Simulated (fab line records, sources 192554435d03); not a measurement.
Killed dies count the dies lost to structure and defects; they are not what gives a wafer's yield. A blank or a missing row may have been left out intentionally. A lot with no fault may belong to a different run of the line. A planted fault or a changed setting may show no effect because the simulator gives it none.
Lot-split experiment :: flow n5Finfet :: 21 wafers read from 7 lots, route of 1938 steps

== THE SPLIT ==
At N5_ZERO_LAYER_EXPOSE_08 (exposes mask ZERO, defocus 0 nm, target cd 2000 nm), the setting doseMj was moved away from the recipe's 16.2 on 4 of the 21 wafers read, by -4.1% to +6.2%. All remaining wafers had this setting at the recipe value.

== FROM THE SPLIT TO THE READING: what the file shows between them, 3 steps ==
- N5_ZERO_LAYER_PEB_09
- N5_ZERO_LAYER_DEVELOP_10: develop time 60 s
- N5_ZERO_LAYER_HARDBAKE_23: time 120 s

== THE READING ==
cdNm, in nm, at N5_ZERO_LAYER_CD_MEAS_11 (target cd 2000 nm). Fault-free wafers of this fab line usually give 1999.8 nm, standard deviation 2.2 nm.

wafer: L076.1
tool, chamber at the split: krfScanner-01, 0
doseMj as run: 16.2
against the recipe: recipe
cdNm, nm: 2000.9
against lot-mates on the recipe: -

wafer: L076.5
tool, chamber at the split: krfScanner-01, 0
doseMj as run: 16.2
against the recipe: recipe
cdNm, nm: 2001.7
against lot-mates on the recipe: -

wafer: L076.6
tool, chamber at the split: krfScanner-01, 0
doseMj as run: 16.2
against the recipe: recipe
cdNm, nm: 1997.9
against lot-mates on the recipe: -

wafer: L077.2
tool, chamber at the split: krfScanner-01, 0
doseMj as run: 16.2
against the recipe: recipe
cdNm, nm: 1997.3
against lot-mates on the recipe: -

wafer: L077.4
tool, chamber at the split: krfScanner-01, 0
doseMj as run: 16.2
against the recipe: recipe
cdNm, nm: 1997.7
against lot-mates on the recipe: -

wafer: L077.6
tool, chamber at the split: krfScanner-01, 0
doseMj as run: 16.2
against the recipe: recipe
cdNm, nm: 1999.1
against lot-mates on the recipe: -

wafer: L079.2
tool, chamber at the split: krfScanner-01, 0
doseMj as run: 16.2
against the recipe: recipe
cdNm, nm: 1996.2
against lot-mates on the recipe: -

wafer: L079.3
tool, chamber at the split: krfScanner-01, 0
doseMj as run: 16.2
against the recipe: recipe
cdNm, nm: 1996.0
against lot-mates on the recipe: -

wafer: L079.4
tool, chamber at the split: krfScanner-01, 0
doseMj as run: 15.53
against the recipe: -4.1%
cdNm, nm: 1991.7
against lot-mates on the recipe: -4.4

wafer: L085.2
tool, chamber at the split: krfScanner-02, 0
doseMj as run: 17.21
against the recipe: +6.2%
cdNm, nm: 2015.8
against lot-mates on the recipe: +14.0

wafer: L085.3
tool, chamber at the split: krfScanner-02, 0
doseMj as run: 17.21
against the recipe: +6.2%
cdNm, nm: 2012.1
against lot-mates on the recipe: +10.3

wafer: L085.4
tool, chamber at the split: krfScanner-02, 0
doseMj as run: 16.2
against the recipe: recipe
cdNm, nm: 2001.8
against lot-mates on the recipe: -

wafer: L086.2
tool, chamber at the split: krfScanner-02, 0
doseMj as run: 16.2
against the recipe: recipe
cdNm, nm: 2001.4
against lot-mates on the recipe: -

wafer: L086.4
tool, chamber at the split: krfScanner-02, 0
doseMj as run: 16.2
against the recipe: recipe
cdNm, nm: 2000.0
against lot-mates on the recipe: -

wafer: L086.6
tool, chamber at the split: krfScanner-02, 0
doseMj as run: 16.2
against the recipe: recipe
cdNm, nm: 1999.5
against lot-mates on the recipe: -

wafer: L088.2
tool, chamber at the split: krfScanner-01, 0
doseMj as run: 16.2
against the recipe: recipe
cdNm, nm: 2003.0
against lot-mates on the recipe: -

wafer: L088.5
tool, chamber at the split: krfScanner-01, 0
doseMj as run: 16.2
against the recipe: recipe
cdNm, nm: 1999.4
against lot-mates on the recipe: -

wafer: L088.6
tool, chamber at the split: krfScanner-01, 0
doseMj as run: 16.2
against the recipe: recipe
cdNm, nm: 2000.8
against lot-mates on the recipe: -

wafer: L096.1
tool, chamber at the split: krfScanner-01, 0
doseMj as run: 16.2
against the recipe: recipe
cdNm, nm: 1998.8
against lot-mates on the recipe: -

wafer: L096.2
tool, chamber at the split: krfScanner-01, 0
doseMj as run: 16.2
against the recipe: recipe
cdNm, nm: 1998.5
against lot-mates on the recipe: -

wafer: L096.4
tool, chamber at the split: krfScanner-01, 0
doseMj as run: 16.72
against the recipe: +3.2%
cdNm, nm: 2009.9
against lot-mates on the recipe: +11.2

FIT RESULTS
A straight line over all 21 wafers: cdNm changes by +2.32 nm for each +1% of doseMj; r = +0.93; the points scatter about the line by 2.1 nm.
The same after taking each lot's own level away (the mean of its wafers on the recipe; 21 wafers): +1.91 nm for each +1%; r = +0.93; scatter 1.8 nm.
That fit puts the effect of the largest move of doseMj on the reading at 12 nm.
From 1996.10 to 2001.80 nm: that is the span of the lots' own levels, equal to 2.6 times the standard deviation above.
So the slope is not independent of the lot-to-lot level: the two fits are not the same.
Check: +11.3 nm against its lot-mates is what the line predicts for one of the wafers moved furthest among these (+6.2%) when that wafer is left out of the fit. It came out at +14 nm against them.

== THE WHOLE CHAIN: every reading that the file lists as answering this split, in the file's order ==
step: N5_ZERO_LAYER_CD_MEAS_11
what it does: target cd 2000 nm
reading: cdNm
change (the file's fit): +1.96 nm for each +1% of the setting
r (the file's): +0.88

step: N5_ZERO_LAYER_DESCUM_16
what it does: chemistry O2, time 7.9 s
reading: ZERO_LAYER.cdNm (the simulator's own value, which no gauge read)
change (the file's fit): +1.97 nm for each +1% of the setting
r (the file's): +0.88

== THE FILE'S OWN FIT ==
cdNm changes by +1.96 nm for each +1% of doseMj, r = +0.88.
